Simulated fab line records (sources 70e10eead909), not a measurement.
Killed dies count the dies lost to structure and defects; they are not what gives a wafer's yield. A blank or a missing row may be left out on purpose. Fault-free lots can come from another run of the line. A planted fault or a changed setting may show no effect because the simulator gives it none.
Matching of chambers    flow nand-harc    NHARC_A_BLC_ALD_23 on ald-metal-02: 4 sister chambers
The step deposits TiN, target thk 3 nm, pulse time 1 s, ald cycles 150. 8 wafers are shown with their chamber, then 7 later ones without.

EACH WAFER AND ITS CHAMBER
wafer   chamber  heater-power-w (W)  precursor-pulse-height-rel
L079.6  1        1159                0.975
L078.5  3        1051                0.975
L078.6  0        1013                1.007
L081.2  3        1073                1.032
L081.3  2        1158                0.980
L081.5  2        1143                0.943
L085.2  0        1001                0.977
L085.3  1        1143                0.996

WAFERS WITH NO CHAMBER GIVEN
wafer   heater-power-w (W)  precursor-pulse-height-rel
L085.6  1160                0.990
L086.3  1137                1.010
L086.4  1010                1.010
L086.5  1033                1.004
L094.1  1160                0.991
L094.4  1043                0.954
L094.6  1024                0.997

THE CHAMBER EACH PASSED THROUGH
wafer   from the rows above      in truth
L085.6  can't be placed: 1 or 2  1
L086.3  can't be placed: 1 or 2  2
L086.4  0                        0
L086.5  can't be placed: 0 or 3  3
L094.1  can't be placed: 1 or 2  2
L094.4  can't be placed: 3 or 0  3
L094.6  can't be placed: 0 or 3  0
Placed correctly: 1 of 7. Unplaceable from these rows: 6, with the true chamber sitting among the candidates in 6. Number placed wrongly: 0.
How it was worked out, from the rows above alone: a wafer's distance from a chamber is the root of the sum, over the readings, of the square of ((its reading less the chamber's mean) divided by the reading's scatter). If the next closest chamber is less than 2 further off than the closest, the wafer can't be placed; otherwise it belongs to the closest. For every chamber, the mean is computed from those of its wafers that are shown. The scatter is the square root of a quotient: the sum, over the shown wafers, of each reading's squared deviation from its chamber's mean, divided by wafers minus chambers.
